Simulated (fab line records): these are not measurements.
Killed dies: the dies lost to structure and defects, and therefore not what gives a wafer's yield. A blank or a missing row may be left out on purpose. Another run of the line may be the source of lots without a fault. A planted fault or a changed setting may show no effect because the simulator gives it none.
Struck lot and sound lot, side by side / flow n5-finfet / 20 out of 1938 route steps
Sound: the wafers L845.2, L845.3, L845.5. The struck wafers were L847.1, L847.5, L847.6. At the end, the cause is stated.
Per side, at each step with rows, come the tool, then ch with its chambers, and then its first start. Under that, the readings that differ: sound wafers / struck wafers / difference of the means / sigmas: that difference in standard deviations of wafers without a fault.
alike: readings with means less than 2 such deviations apart, plus words and numbers identical on both sides. not compared: withheld readings, readings lacking a value on some wafer, bounds such as >300 that could conceal the same value, and numbers that have no deviation in the record and whose values overlap.
Wherever a step has rows on one side only, a row that says differs or no value, or a row with sigmas, the two part there. Numbers that don't overlap but have no deviation are shown without sigmas and don't part them. A reading that every wafer of one side lacks parts them only if that side has two wafers or more.

N5_BEOL_M15_VIA_ETCH_16: etches SiO2 in C4F8/O2/Ar, target depth 1792.2 nm.
  sound on rie-diel-02 ch 0,2,3, day 14 14:50; struck on rie-diel-03 ch 1,2,3, day 15 21:50
  alike: chamber-pressure-mTorr, drypump-motor-current-A, oes_ar_750_au, oes-product-au, rf-vpp-V, showerhead-plenum-p-Torr, throttle-valve-pct
N5_BEOL_M15_STRIP_63: strips in O2.
  sound on rie-diel-02 ch 0,2,3; struck on rie-diel-03 ch 1,2,3
  alike: chamber-pressure-mTorr, drypump-motor-current-A, oes-product-au, rf-vpp-V, showerhead-plenum-p-Torr, throttle-valve-pct
  not compared: rf-hours-counter-h
N5_BEOL_M15_STRIP_64: strips in O2.
  sound on rie-diel-02 ch 0,2,3; struck on rie-diel-03 ch 1,2,3
  alike: chamber-pressure-mTorr, drypump-motor-current-A, oes-product-au, rf-vpp-V, showerhead-plenum-p-Torr, throttle-valve-pct
  not compared: rf-hours-counter-h
then, 2 steps without rows for these wafers: N5_BEOL_M15_STRIP_65 (strips in post etch residue remover, time 60 s); N5_BEOL_M15_SRD_66 (time 30 s, dry time 30 s).
N5_BEOL_M15_CD_MEAS_17: the cd target is 360 nm.
  sound on cd-sem-02, day 14 15:15; struck on cd-sem-03, day 15 22:16
  alike: cd-nm
then, 1 step without rows for these wafers: N5_BEOL_M15_COAT_56 (time 60 s, resist thk 550 nm).
N5_BEOL_M15_ETCH_57: etches SOC in N2/H2, time 750 s.
  sound on rie-diel-06 ch 0,2, day 14 15:25; struck on rie-diel-06 ch 0,3, day 15 22:22
  alike: chamber-pressure-mTorr, drypump-motor-current-A, oes-product-au, rf-vpp-V, showerhead-plenum-p-Torr, throttle-valve-pct
  not compared: rf-hours-counter-h
then, 4 steps without rows for these wafers: N5_BEOL_M15_COAT_60 (time 60 s, resist thk 89 nm); N5_BEOL_M15_COAT_22 (resist thk 800 nm); N5_BEOL_M15_EBR_24; N5_BEOL_M15_SOFTBAKE_23 (time 60 s).
N5_BEOL_M15_EXPOSE_25: exposes mask M15, target cd 400 nm.
  sound on krf-scanner-02 ch 0, day 14 16:09; struck on krf-scanner-02 ch 0, day 15 22:59
reading=model.BEOL_M15.overlay-x-nm (nm); sound=-1.2 -1.2 -1.2; struck=71.6 71.6 71.6; difference=+72.8; sigmas=
  alike: mask
then, 3 steps without rows for these wafers: N5_BEOL_M15_PEB_26 (peb time 90 s); N5_BEOL_M15_DEVELOP_27 (develop time 45 s); N5_BEOL_M15_HARDBAKE_32 (time 120 s).
N5_BEOL_M15_CD_MEAS_28: the cd target is 407.6 nm.
  sound on cd-sem-03 ch 0, day 14 16:19; struck on cd-sem-03 ch 0, day 15 23:09
  alike: cd-nm
N5_BEOL_M15_OVL_MEAS_29:
  sound on overlay-02 ch 0, day 14 16:21; struck on overlay-02 ch 0, day 15 23:11
reading=M15_OVL (nm); sound=2 0 -12; struck=76 75 82; difference=+81; sigmas=+12
N5_BEOL_M15_INSPECT_30: inspects for defects (macro).
  sound on defect-inspect-02, day 14 16:22; struck on defect-inspect-01, day 15 23:12
  alike: raw-defect-count
N5_PASSIVATION_PROBE_49:
  the record has rows for the sound wafers here (prober-01, day 15 08:21) and none for the struck ones

WHERE THEY PART
First at N5_BEOL_M15_OVL_MEAS_29; last, within this record, at N5_PASSIVATION_PROBE_49.

WHY: whatever the simulator had introduced
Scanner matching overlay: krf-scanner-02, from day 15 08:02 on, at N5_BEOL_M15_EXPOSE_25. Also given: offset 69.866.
